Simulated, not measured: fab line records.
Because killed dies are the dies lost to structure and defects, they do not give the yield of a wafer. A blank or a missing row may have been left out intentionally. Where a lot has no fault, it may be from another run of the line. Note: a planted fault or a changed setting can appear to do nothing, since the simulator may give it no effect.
A struck lot beside a sound one ; flow nand harc ; 14 out of 1302 route steps
Sound: the wafers L273.2, L273.5, L273.6. The struck wafers were L266.4, L266.6. The cause comes at the end.
At each step with rows: each side's tool, then ch and its chambers, then its first start. Under that, the readings that differ: sound wafers ; struck wafers ; difference of the means ; sigmas: that difference in standard deviations of wafers without a fault.
alike: readings with means less than 2 such deviations apart, plus words and numbers identical on both sides. not compared: withheld readings, readings lacking a value on some wafer, bounds such as >300 that could conceal the same value, and numbers that have no deviation in the record and whose values overlap.
Wherever a step has rows on one side only, a row that says differs or no value, or a row with sigmas, the two part there. Non-overlapping numbers with no deviation appear without sigmas and do not part them. A reading that every wafer of one side lacks parts them only if that side has two wafers or more.

NHARC_A_SLIT_ETCH_26: etches the open film in C4F8/O2/Ar, time 90 s, target depth 400 nm.
  sound on har etch-02 ch 0,1, day 28 05:35; struck on har etch-01 ch 0,1, day 24 23:13
  alike: drypump motor current A, showerhead plenum p Torr, throttle valve pct
  not compared: rf hours counter h
then, 1 step without rows for these wafers: NHARC_A_SLIT_STRIP_28 (strips in O2/COS).
NHARC_A_SLIT_ETCH_29: etches the open film in CF4/O2, target depth 100 nm, overetch 10 nm, time 55 s.
  sound on rie diel-06 ch 2,3, day 28 06:28; struck on rie diel-05 ch 1,3, day 25 00:01
  alike: drypump motor current A, oes product au, rf vpp V, showerhead plenum p Torr, throttle valve pct
  not compared: rf hours counter h
NHARC_A_SLIT_STRIP_18: strips in O2.
  sound: rie diel-06 ch 1,2; struck: rie diel-05 ch 2,3
  alike: drypump motor current A, oes product au, rf vpp V, showerhead plenum p Torr, throttle valve pct
  not compared: rf hours counter h
then, 2 steps without rows for these wafers: NHARC_A_SLIT_PRECLEAN_19 (cleans in SC1); NHARC_A_SLIT_SRD_20.
NHARC_A_SLIT_CD_MEAS_21:
  struck on cd sem-03, day 25 00:32; sound on cd sem-03, day 28 07:00
  alike: cd nm
then, 3 steps without rows for these wafers: NHARC_A_SIN_REMOVE_WET_00 (chemistry H3PO4, time 15300 s); NHARC_A_SIN_REMOVE_PRECLEAN_01 (cleans in SC1); NHARC_A_SIN_REMOVE_SRD_02.
NHARC_A_SIN_REMOVE_INSPECT_04:
  struck on defect inspect-01, day 25 07:12; sound on defect inspect-02, day 28 13:32
  alike: raw defect count
NHARC_A_WL_FILL_ALD_00: deposits Al2O3, target thk 3 nm, pulse time 3 s, ald cycles 30.
  sound on ald hk-02 ch 0,1,3, day 28 13:59; struck on ald hk-02 ch 0, day 25 07:16
reading;sound;struck;difference;sigmas
ald cycles;30 30 30;33 33;+3;
  alike: heater power w, precursor pulse height rel
NHARC_A_WL_FILL_RTA_01: time 5 s.
  sound on rtp anneal-01 ch 0, day 28 14:13; struck on rtp anneal-02 ch 0, day 25 07:36
reading;sound;struck;difference;sigmas
lamp power pct (%);29.2 29.2 29.2;32.5 32.5;+3.3;+2
lamp_zone_5_pct (%);29.2 29.2 29.2;32.5 32.5;+3.3;+2
  alike: wafer_temp_C_max
after that, 1 step had no rows for these wafers: NHARC_END_SORT_01.

## WHERE THEY PART
NHARC_A_WL_FILL_RTA_01 only, going by this record.

WHY: whatever the simulator had introduced
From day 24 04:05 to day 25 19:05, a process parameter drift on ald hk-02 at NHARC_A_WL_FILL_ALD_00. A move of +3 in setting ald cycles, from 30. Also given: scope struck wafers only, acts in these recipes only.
